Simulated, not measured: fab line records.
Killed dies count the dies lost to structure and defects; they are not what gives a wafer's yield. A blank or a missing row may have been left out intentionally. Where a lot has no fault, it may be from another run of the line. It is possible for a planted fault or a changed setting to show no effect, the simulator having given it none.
What tool caused it?	flow n5 finfet	route of 1938 steps, sampled at 1 step: 9 lots, 27 wafers

## WHAT EACH GAUGE READ, for each wafer
N5_FIN_SAQP_CD_MEAS_16 targets a cd of 35.6 nm.
lot	measured	on	cd nm (nm)
L499	day 2 09:48	cd sem-01	35.38 35.06 35.67
L501	day 2 22:43	cd sem-01	35.69 35.42 35.36
L502	day 3 03:41	cd sem-03	35.92 35.82 35.76
L508	day 4 17:14	cd sem-02	35.09 35.41 35.43
L511	day 5 10:20	cd sem-01	35.47 35.24 35.69
L513	day 5 21:32	cd sem-01	35.99 35.74 35.92
L517	day 6 22:54	cd sem-03	35.48 35.36 35.98
L518	day 7 05:17	cd sem-02	35.46 35.21 35.41
L520	day 7 16:22	cd sem-01	35.50 35.77 35.49

## EACH LOT AND THE TOOL THAT RAN IT (in order: tool; ch and the chambers of the sampled wafers; start)
The record shows no process step preceding these readings.

## THE ANSWER, worked out from the rows above alone
Rule: what is usual is taken from the lots themselves. The widest of any qualifying gaps counts: lots, ordered by their means at a reading, are off when they make up no more than a third of the lots, leave a main group of 4 or more, and stand apart from it by 3 or more times the standard deviation of that group's means. The tables above print the reading to a certain number of digits; a main group whose means all agree to those digits is not used. A lot without any number at a reading at which 4 lots or more have one is off too. Where the step has rows for the other lots, those lots are counted as sound.
No lot is off at any reading shown: from this, nothing can be told.

## WHAT THE SIMULATOR HAD INSERTED
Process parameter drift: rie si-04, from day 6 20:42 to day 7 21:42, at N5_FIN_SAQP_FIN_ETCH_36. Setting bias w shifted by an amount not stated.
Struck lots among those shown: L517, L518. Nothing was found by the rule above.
